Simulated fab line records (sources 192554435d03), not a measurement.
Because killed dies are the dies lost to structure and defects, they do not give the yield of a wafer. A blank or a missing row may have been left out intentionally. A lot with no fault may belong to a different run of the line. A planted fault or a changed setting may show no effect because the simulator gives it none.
Shared-tool check | flow n5_finfet | 31 wafers sampled across 11 lots

## WHAT PROMPTED THE OPENING
N5_PASSIVATION_OVL_MEAS_63, reading PAD_OVL: flagged on 3 of 11 lots. Fault-free wafers read -1 nm, with a standard deviation of 6.5.
Rule: a lot is flagged when every wafer of it that has a number lies more than 4 standard deviations from that mean, or none has a number. The other lots count as sound.

lot  | measured     | on         | PAD_OVL (nm), wafer by wafer | flag
L797 | day 12 18:49 | overlay-02 | 15 12 12                     |
L798 | day 12 19:56 | overlay-01 | 6 5 -8                       |
L799 | day 12 22:34 | overlay-02 | -9 -6 -3                     |
L803 | day 13 17:07 | overlay-02 | -6 -9 -5                     |
L806 | day 14 14:29 | overlay-02 | 0 -10 -9                     |
L809 | day 15 11:03 | overlay-02 | 237 242 239                  | FLAGGED
L811 | day 16 10:44 | overlay-01 | 239 230                      | FLAGGED
L812 | day 16 18:42 | overlay-02 | 242 240                      | FLAGGED
L816 | day 17 05:07 | overlay-02 | 9 -5 5                       |
L817 | day 17 14:59 | overlay-01 | 5 10 6                       |
L819 | day 18 00:26 | overlay-01 | -2 -2 -6                     |
The numbers of the flagged lots are 238 nm on average: +239 nm against the usual, or +37 standard deviations.

## LOT BY LOT: THE TOOL USED
Before the reading, the record contains 3 process steps out of a 1938-step route. Each cell gives the tool, then ch followed by the chambers the sampled wafers passed through, then the start.
lot  | flag    | N5_MIM_TOP_ETCH_ETCH_00           | N5_MIM_BOT_ETCH_STRIP_01           | N5_PASSIVATION_EXPOSE_27
L797 |         | rie_metal-01 ch 0,1, day 12 13:27 | rie_diel-03 ch 0,1,2, day 12 14:29 | krf_scanner-01 ch 0, day 12 18:36
L798 |         | rie_metal-01 ch 0,1, day 12 12:35 | rie_diel-04 ch 0,2,3, day 12 13:44 | krf_scanner-02 ch 0, day 12 19:44
L799 |         | rie_metal-02 ch 0,1, day 12 18:20 | rie_diel-02 ch 2,3, day 12 20:10   | krf_scanner-02 ch 0, day 12 22:22
L803 |         | rie_metal-01 ch 0,1, day 13 11:52 | rie_diel-04 ch 1,2,3, day 13 13:05 | krf_scanner-01 ch 0, day 13 16:55
L806 |         | rie_metal-01 ch 0, day 14 09:23   | rie_diel-02 ch 0,2, day 14 10:44   | krf_scanner-02 ch 0, day 14 14:17
L809 | FLAGGED | rie_metal-03 ch 1, day 15 05:25   | rie_diel-03 ch 1,2,3, day 15 07:03 | krf_scanner-02 ch 0, day 15 10:50
L811 | FLAGGED | rie_metal-03 ch 0,1, day 16 01:32 | rie_diel-03 ch 2,3, day 16 02:47   | krf_scanner-02 ch 0, day 16 10:31
L812 | FLAGGED | rie_metal-03 ch 0,1, day 16 14:59 | rie_diel-02 ch 0,3, day 16 16:02   | krf_scanner-02 ch 0, day 16 18:30
L816 |         | rie_metal-01 ch 0,1, day 16 22:59 | rie_diel-04 ch 2,3, day 17 00:35   | krf_scanner-01 ch 0, day 17 04:56
L817 |         | rie_metal-01 ch 0,1, day 17 09:59 | rie_diel-03 ch 1,2,3, day 17 11:09 | krf_scanner-01 ch 0, day 17 14:47
L819 |         | rie_metal-02 ch 0,1, day 17 20:40 | rie_diel-02 ch 0,3, day 17 21:39   | krf_scanner-01 ch 0, day 18 00:14
What the steps here do:
- N5_MIM_TOP_ETCH_ETCH_00: etches TiN in Cl2/BCl3, target depth 38.5 nm.
- N5_MIM_BOT_ETCH_STRIP_01: strips in O2.
- N5_PASSIVATION_EXPOSE_27: exposes mask PAD, defocus 0 nm.
- N5_PASSIVATION_OVL_MEAS_63

## FLAGGED OVER TOTAL, TOOL BY TOOL (the gauges that took the reading come last)
step                       | tool           | lots run | flagged | share of the flagged lots | sound lots run after its first flagged lot
N5_MIM_TOP_ETCH_ETCH_00    | rie_metal-01   | 6        | 0       | none                      | -
N5_MIM_TOP_ETCH_ETCH_00    | rie_metal-02   | 2        | 0       | none                      | -
N5_MIM_TOP_ETCH_ETCH_00    | rie_metal-03   | 3        | 3       | all                       | 0
N5_MIM_BOT_ETCH_STRIP_01   | rie_diel-02    | 4        | 1       | some                      | 1 (L819)
N5_MIM_BOT_ETCH_STRIP_01   | rie_diel-03    | 4        | 2       | some                      | 1 (L817)
N5_MIM_BOT_ETCH_STRIP_01   | rie_diel-04    | 3        | 0       | none                      | -
N5_PASSIVATION_EXPOSE_27   | krf_scanner-01 | 5        | 0       | none                      | -
N5_PASSIVATION_EXPOSE_27   | krf_scanner-02 | 6        | 3       | all                       | 0
N5_PASSIVATION_OVL_MEAS_63 | overlay-01     | 4        | 1       | some                      | 2 (L817,L819)
N5_PASSIVATION_OVL_MEAS_63 | overlay-02     | 7        | 2       | some                      | 1 (L816)

## WHAT THE TABLE PERMITS
Every flagged lot went through 2 rows of the table: rie_metal-03 at N5_MIM_TOP_ETCH_ETCH_00 and krf_scanner-02 at N5_PASSIVATION_EXPOSE_27.
- rie_metal-03 at N5_MIM_TOP_ETCH_ETCH_00: 3 of its 3 lots flagged. In this sample it ran no sound lot ahead of its first flagged lot, so there is no way to narrow down the start.
- krf_scanner-02 at N5_PASSIVATION_EXPOSE_27: 3 of its 6 lots flagged. It ran its last sound lot, L806, at day 14 14:17 and its first flagged lot, L809, at day 15 10:50: a fault with its onset between the two fits.
Counting lots can't tell these 2 tools apart, because each fits a fault that began at some hour. More lots, or a look at what each step does to the wafer, might.

## WHAT WAS PUT IN BY THE SIMULATOR
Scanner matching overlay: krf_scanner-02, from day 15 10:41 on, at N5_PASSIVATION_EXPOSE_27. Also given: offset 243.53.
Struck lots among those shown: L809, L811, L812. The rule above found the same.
